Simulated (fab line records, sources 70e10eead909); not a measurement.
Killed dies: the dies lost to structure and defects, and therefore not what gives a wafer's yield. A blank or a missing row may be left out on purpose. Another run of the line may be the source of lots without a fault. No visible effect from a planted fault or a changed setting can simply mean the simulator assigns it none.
fab line records	flow nandHarc
[record] lots = 6	wafers = 17	lastDay = 33
route steps=1302 shown A_ONON_D1@445 A_CHANNEL_HOLE_D1@450 END@1302
lots untouched by any fault: they come from a run of this same line in which no faults occurred
startH: start of the lot's first displayed wafer, in hours after the record's first day	waitH: hours since the lot's step before	" repeats the value in the row above	L1.1+2: a row that stands for several wafers	- no value, or no start given	* or withheld: withheld	< > ~ a bound
route shown NAME@n: NAME is a module with steps in the file, n the number in the route of the first one	usual: mean and standard deviation over wafers with no fault	same: alike in all rows	chamber/n: place in a boat	sites: per-site readings	_std_site: standard deviation across them	_edge_site: the outer-site mean with the inner-site mean subtracted	radiusMm: for every site, how far away it sits from the centre of the wafer	mask NAME#n: copy n	behind: tool/chamber where the wafer was last shaped	hold: reason for holding the lot/hours on hold/outcome of the hold	device: the transistor (n, p or np) that didn't switch	end of line: the same wafers' tests at the end of the route	step lacking rows: just its recipe	killed: count of dies lost to structure and defects at first sort (not the wafer's yield)	map: shows each die of a wafer: x if killed, . if not, _ if none is there
set.NAME: the setting as run; set.NAME@STEP: as run at that earlier step	model.NAME: the simulator's own value behind a step, which no gauge read
certain route steps with their lots: each step a table, each wafer a row
services: the hour from which a tool's chamber was out of use, counted from the record's first day as startH (under 0 if before that day), plus the number of hours and why
[[steps]]
[step NHARC_A_ONON_D1_THK_MEAS_30]
[recipe] thkMeasGauge = ellipsometry
[usual] thkNm = 1002/8.3
lot.wafer	tool	chamber	startH	waitH	thkNm
L557.1	filmMetro-02	-	217.77	-	1007
L557.2	"	-	"	"	1006
L557.6	"	-	"	"	1008
L562.1	filmMetro-02	-	273.70	-	1009
L562.2	"	-	"	"	1008
L562.5	"	-	"	"	1010
L566.1	filmMetro-01	-	300.58	-	1004
L566.2	"	-	"	"	1005
L566.4	"	-	"	"	1003
L567.1	filmMetro-02	-	320.82	-	1017
L567.2	"	-	"	"	1016
L567.6	"	-	"	"	1016
L569.1	filmMetro-01	-	331.48	-	998
L569.5	"	-	"	"	999
L575.1	filmMetro-02	-	396.31	-	1007
L575.3	"	-	"	"	1006
L575.4	"	-	"	"	1007
[step NHARC_A_ONON_D1_DEP_33]
[recipe] targetThkA = 2000	tempC = 400	pressureTorr = 6.5	rfW = 900	teosFlowSccm = 161.4	flowSccm = 2650	targetThkNm = 200	gas = O2	material = SiO2
[usual] chamberPressureTorr = 6.500/0.014	heaterPowerW = 548/72	throttleValvePct = 15.9/0.56
lot.wafer	tool	chamber	startH	waitH	chamberPressureTorr	heaterPowerW	throttleValvePct
L557.1	pecvd-04	1	217.83	0.1	6.507	635	16.5
L557.2	"	2	"	"	6.491	581	16.1
L557.6	"	2	"	"	6.494	590	16.1
L562.1	pecvd-04	0	273.76	0.1	6.498	483	15.1
L562.2	"	2	"	"	6.500	582	16.2
L562.5	"	2	"	"	6.513	570	16.1
L566.2	pecvd-01	2	300.68	0.1	6.500	571	17.5
L566.1	"	0	"	"	6.503	414	16.3
L566.4	"	2	"	"	6.491	443	17.3
L567.2	pecvd-02	0	320.97	0.1	6.495	631	16.0
L567.1	"	2	"	"	6.500	506	15.8
L567.6	"	1	"	"	6.514	649	15.3
L569.1	pecvd-04	1	331.62	0.1	6.499	588	15.4
L569.5	"	2	"	"	6.513	585	15.8
L575.1	pecvd-02	1	396.36	0.1	6.477	662	15.3
L575.3	"	0	"	"	6.499	514	16.1
L575.4	"	0	"	"	6.503	525	16.6
[step NHARC_A_ONON_D1_THK_MEAS_34]
[recipe] thkMeasGauge = ellipsometry
[usual] thkNm = 200.3/3
lot.wafer	tool	chamber	startH	waitH	thkNm
L557.1	filmMetro-02	-	218.24	-	194.7
L557.2	"	-	"	"	196.2
L557.6	"	-	"	"	205.3
L562.1	filmMetro-02	-	274.17	-	200.1
L562.2	"	-	"	"	198.0
L562.5	"	-	"	"	203.1
L566.1	filmMetro-02	-	301.05	-	202.4
L566.2	"	-	"	"	200.7
L566.4	"	-	"	"	205.3
L567.1	filmMetro-01	-	321.38	-	197.3
L567.2	"	-	"	"	201.8
L567.6	"	-	"	"	203.4
L569.1	filmMetro-02	-	331.95	-	198.5
L569.5	"	-	"	"	202.8
L575.1	filmMetro-02	-	396.77	-	197.9
L575.3	"	-	"	"	199.8
L575.4	"	-	"	"	202.1
[step NHARC_A_ONON_D1_INSPECT_32]
[usual] rawDefectCount = 69/25
lot.wafer	tool	chamber	startH	waitH	rawDefectCount
L557.1	defectInspect-02	-	218.33	0.0	81
L557.2	"	-	"	"	51
L557.6	"	-	"	"	77
L562.1	defectInspect-02	-	274.23	0.0	89
L562.2	"	-	"	"	98
L562.5	"	-	"	"	96
L566.1	defectInspect-02	-	301.11	0.0	81
L566.2	"	-	"	"	85
L566.4	"	-	"	"	59
L567.1	defectInspect-01	-	321.45	0.0	33
L567.2	"	-	"	"	30
L567.6	"	-	"	"	54
L569.1	defectInspect-02	-	332.03	0.0	50
L569.5	"	-	"	"	66
L575.1	defectInspect-02	-	396.84	0.0	78
L575.3	"	-	"	"	62
L575.4	"	-	"	"	123
[step NHARC_A_CHANNEL_HOLE_D1_DEP_00]
[recipe] targetThkA = 31000	tempC = 400	material = aC
[usual] throttleValvePct = 35.001/0.0088
lot.wafer	tool	chamber	startH	waitH	throttleValvePct
L557.1	aclDep-01	0	218.98	0.7	35.003
L557.2	"	0	"	"	35.005
L557.6	"	0	220.54	2.2	34.984
L562.1	aclDep-02	0	276.67	2.4	35.008
L562.2	"	0	"	"	35.009
L562.5	"	0	"	"	35.006
L566.1	aclDep-01	0	305.71	4.6	34.990
L566.2	"	0	"	"	34.999
L566.4	"	0	"	"	35.005
L567.1	aclDep-01	0	322.03	0.6	34.989
L567.2	"	0	"	"	34.994
L567.6	"	0	323.62	2.2	35.000
L569.1	aclDep-01	0	332.78	0.7	35.008
L569.5	"	0	334.05	2.0	34.995
L575.1	aclDep-03	0	396.91	0.1	35.005
L575.3	"	0	"	"	35.014
L575.4	"	0	"	"	34.997
[step NHARC_A_CHANNEL_HOLE_D1_DEP_01]
[recipe] targetThkA = 1400	targetThkNm = 140	tempC = 400	pressureTorr = 3.5	flowSccm = 200	rfW = 350	material = SiON
[usual] chamberPressureTorr = 3.500/0.0077	heaterPowerW = 733/89
lot.wafer	tool	chamber	startH	waitH	chamberPressureTorr	heaterPowerW
L557.2	pecvd-03	2	220.96	1.4	3.498	894
L557.1	"	0	"	"	3.490	652
L557.6	"	1	"	"	3.488	638
L562.2	pecvd-04	1	278.63	1.3	3.486	720
L562.1	"	2	"	"	3.511	794
L562.5	"	0	"	"	3.497	679
L566.2	pecvd-02	1	307.62	1.3	3.518	773
L566.1	"	0	"	"	3.503	812
L566.4	"	1	"	"	3.501	753
L567.1	pecvd-03	0	323.97	1.6	3.489	567
L567.2	"	1	"	"	3.490	658
L567.6	"	0	"	"	3.498	591
L569.1	pecvd-03	2	334.77	1.7	3.492	890
L569.5	"	1	"	"	3.517	620
L575.3	pecvd-03	1	398.87	1.0	3.502	698
L575.1	"	0	"	"	3.505	651
L575.4	"	2	"	"	3.510	989
[step NHARC_A_CHANNEL_HOLE_D1_DEHYDRATE_02]
[recipe] tempC = 150	timeS = 120
[step NHARC_A_CHANNEL_HOLE_D1_HMDS_03]
[recipe] timeS = 30
[step NHARC_A_CHANNEL_HOLE_D1_COAT_36]
[recipe] tempC = 260	timeS = 75
[step NHARC_A_CHANNEL_HOLE_D1_COAT_37]
[recipe] tempC = 225	timeS = 65
[step NHARC_A_CHANNEL_HOLE_D1_COAT_04]
[recipe] spinRpm = 1500	resistThkNm = 90
[step NHARC_A_CHANNEL_HOLE_D1_SOFTBAKE_05]
[recipe] tempC = 105	timeS = 55
[usual] chillPlateTempC = 22.98/0.11	heaterPowerTotalW = 188.45/0.14
lot.wafer	tool	chamber	startH	waitH	chillPlateTempC	heaterPowerTotalW
L557.1	lithoTrack-06	0	221	-	22.95	188.30
L557.2	"	0	"	"	23.09	188.29
L557.6	"	0	"	"	23.17	188.40
L562.1	lithoTrack-01	0	278	-	23.05	188.33
L562.2	"	0	"	"	22.96	188.35
L562.5	"	0	"	"	22.85	188.32
L566.1	lithoTrack-06	0	307	-	22.99	322.97
L566.2	"	0	"	"	23.12	188.37
L566.4	"	0	"	"	23.15	188.67
L567.1	lithoTrack-01	0	324	-	22.96	188.37
L567.2	"	0	"	"	22.90	188.40
L567.6	"	0	"	"	22.99	188.52
L569.1	lithoTrack-06	0	334	-	23.19	322.99
L569.5	"	0	"	"	23.25	323.65
L575.1	lithoTrack-01	0	399	-	22.94	188.29
L575.3	"	0	"	"	22.93	188.41
L575.4	"	0	"	"	22.77	188.33
[step NHARC_A_CHANNEL_HOLE_D1_EBR_06]
[step NHARC_END_SORT_01]
[recipe] tempC = 25
[usual] killedAtArray = 54/21	killedAtOther = 1.0/1.2	killedAtPeriphery = 3.6/2.6	killedDies = 58/20	killedOpen = 3.3/1.9	killedShort = 2.6/1.5
[same] grossDies = 677
lot.wafer	tool	chamber	startH	waitH	killedAtArray	killedAtOther	killedAtPeriphery	killedDies	killedOpen	killedShort
L557.1	prober-02	0	601.43	2.5	45	1	1	47	1	2
L557.2	prober-02	0	602.23	2.8	56	1	1	58	2	4
L557.6	prober-02	0	605.44	4.0	53	0	1	54	2	6
L562.1	prober-01	0	676.02	2.5	85	2	3	90	12	5
L562.2	prober-01	0	676.81	2.8	63	2	3	68	5	1
L562.5	prober-01	0	679.18	3.7	80	2	1	83	4	6
L569.1	prober-02	0	714.25	2.5	65	1	8	74	2	1
L569.5	prober-02	0	717.42	3.7	76	1	6	83	3	0
L567.1	prober-01	0	729.03	2.5	68	0	3	71	3	1
L567.2	prober-01	0	729.82	2.8	80	0	9	89	4	4
L567.6	prober-01	0	732.99	4.0	58	1	1	60	1	3
// killed by level:class
L557.1 A_SLIT:chamberFilmFlake=16 A_CHANNEL_HOLE_D2:chamberFilmFlake=15 A_CONTACT:chamberFilmFlake=5 A_STAIRCASE:chamberFilmFlake=3 A_M0:chamberFilmFlake=3 P_CONTACT:geometricParticle:open=1 A_ONON_D2:geometricParticle:short=1 A_M0:geometricParticle:short=1
L557.2 A_SLIT:chamberFilmFlake=28 A_CHANNEL_HOLE_D2:chamberFilmFlake=6 A_STAIRCASE:chamberFilmFlake=6 A_CONTACT:chamberFilmFlake=4 A_CHANNEL_HOLE_D1:chamberFilmFlake=3 A_DECK1_JOINT:geometricParticle:short=2 A_CHANNEL_HOLE_D1:geometricParticle:open=1 A_CHANNEL_FILL_D1:geometricParticle:open=1
L557.6 A_SLIT:chamberFilmFlake=26 A_STAIRCASE:chamberFilmFlake=7 A_CONTACT:chamberFilmFlake=6 A_CHANNEL_HOLE_D2:chamberFilmFlake=5 P_M0:geometricParticle:short=1 A_ONON_D1:geometricParticle:short=1 A_DECK1_JOINT:geometricParticle:short=1 A_CHANNEL_HOLE_D2:geometricParticle:short=1
L562.1 A_CHANNEL_HOLE_D1:chamberFilmFlake=30 A_SLIT:chamberFilmFlake=24 A_CHANNEL_HOLE_D2:chamberFilmFlake=12 A_CONTACT:geometricParticle:open=3 A_M0:geometricParticle:open=3 A_SOURCE_PLATE:geometricParticle:short=2 P_ZERO_WELL:chamberFilmFlake=2 A_CONTACT:chamberFilmFlake=2
L562.2 A_CHANNEL_HOLE_D1:chamberFilmFlake=31 A_SLIT:chamberFilmFlake=16 A_CHANNEL_HOLE_D2:chamberFilmFlake=7 A_M1:chamberFilmFlake=3 A_CHANNEL_FILL_D2:geometricParticle:open=2 A_CONTACT:chamberFilmFlake=2 THIN_TSV:chamberFilmFlake=2 P_CONTACT:geometricParticle:open=1
L562.5 A_CHANNEL_HOLE_D1:chamberFilmFlake=33 A_SLIT:chamberFilmFlake=21 A_CHANNEL_HOLE_D2:chamberFilmFlake=13 A_ONON_D1:geometricParticle:open=3 A_CHANNEL_FILL_D2:geometricParticle:short=2 HYBRID_BOND:chamberFilmFlake=2 A_CONTACT:chamberFilmFlake=2 A_SOURCE_PLATE:geometricParticle:open=1
L569.1 A_CHANNEL_HOLE_D1:chamberFilmFlake=29 A_CHANNEL_HOLE_D2:chamberFilmFlake=16 P_STI:chamberFilmFlake=5 A_CONTACT:chamberFilmFlake=5 A_SLIT:chamberFilmFlake=4 A_BLC:chamberFilmFlake=4 P_CONTACT:chamberFilmFlake=3 A_DECK1_JOINT:chamberFilmFlake=3
L569.5 A_CHANNEL_HOLE_D1:chamberFilmFlake=29 A_CHANNEL_HOLE_D2:chamberFilmFlake=27 A_CONTACT:chamberFilmFlake=7 P_STI:chamberFilmFlake=4 A_SLIT:chamberFilmFlake=3 A_BLC:chamberFilmFlake=3 A_STAIRCASE:chamberFilmFlake=2 P_CONTACT:geometricParticle:open=1
L567.1 A_CHANNEL_HOLE_D1:chamberFilmFlake=29 A_SLIT:chamberFilmFlake=25 A_CONTACT:chamberFilmFlake=6 A_CHANNEL_HOLE_D2:chamberFilmFlake=3 P_CONTACT:chamberFilmFlake=2 A_ONON_D1:geometricParticle:open=1 A_CHANNEL_FILL_D1:geometricParticle:open=1 A_CHANNEL_FILL_D2:geometricParticle:open=1
L567.2 A_CHANNEL_HOLE_D1:chamberFilmFlake=32 A_SLIT:chamberFilmFlake=20 A_CHANNEL_HOLE_D2:chamberFilmFlake=8 A_CONTACT:chamberFilmFlake=6 P_BONDPAD:chamberFilmFlake=5 A_CHANNEL_FILL_D1:chamberFilmFlake=4 A_CHANNEL_FILL_D1:geometricParticle:short=2 P_CONTACT:chamberFilmFlake=2
L567.6 A_CHANNEL_HOLE_D1:chamberFilmFlake=24 A_SLIT:chamberFilmFlake=17 A_CHANNEL_HOLE_D2:chamberFilmFlake=5 A_CONTACT:chamberFilmFlake=5 A_CHANNEL_FILL_D1:chamberFilmFlake=3 A_CHANNEL_FILL_D2:geometricParticle:short=2 P_CONTACT:geometricParticle:short=1 A_DECK1_JOINT:geometricParticle:open=1
[[services]]
tool	chamber	startH	hours	kind
pecvd-03	0	198.00	-	clean
pecvd-03	1	198.00	-	clean
pecvd-03	2	198.00	-	clean
pecvd-04	2	204.90	-	calibration
pecvd-02	-	227.11	13.0	pm
pecvd-04	-	228.94	0.7	repair
aclDep-02	-	246.45	13.0	pm
aclDep-03	-	282.75	8.9	repair
aclDep-03	-	298.49	13.0	pm
pecvd-04	-	302.09	13.0	pm
pecvd-04	0	302.09	13.0	ventCycle
pecvd-04	1	302.09	13.0	ventCycle
pecvd-04	2	302.09	13.0	ventCycle
pecvd-01	-	311.06	13.0	pm
pecvd-04	0	315.09	-	clean
pecvd-04	1	315.09	-	clean
pecvd-04	2	315.09	-	clean
pecvd-03	-	325.54	0.6	repair
lithoTrack-01	-	330.00	7.0	pm
lithoTrack-06	-	354.00	7.0	pm
pecvd-03	-	366.00	13.0	pm
pecvd-03	0	366.00	13.0	ventCycle
pecvd-03	1	366.00	13.0	ventCycle
aclDep-01	-	368.42	13.0	pm
[[key]]
[firstSign] step = NHARC_A_CHANNEL_HOLE_D1_SOFTBAKE_05	reading = heaterPowerTotalW	direction = up	sigmas = 99+	usual = *	struck = *
effect none on later readings
metAt NHARC_A_CHANNEL_HOLE_D1_SOFTBAKE_05
struckWafers L566.1,L569.1,L569.5
testerLeftOut L566,L569
onsetBetween 221 307
[fault] kind = processParameterDrift	tool = lithoTrack-06	chamber = -	onsetH = 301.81	steps = NHARC_A_CHANNEL_HOLE_D1_SOFTBAKE_05	channel = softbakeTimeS	offset = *	shape = step	endH = 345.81	scope = struckWafersOnly	actsIn = *	stated = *
// testerLeftOut: of these lots the tester's yield and bins aren't shown, on N5 and GAA mostly nor the transistor test; their killed dies are dies lost to structure and defects alone, not to doping, threshold or leakage, so they don't give the yield
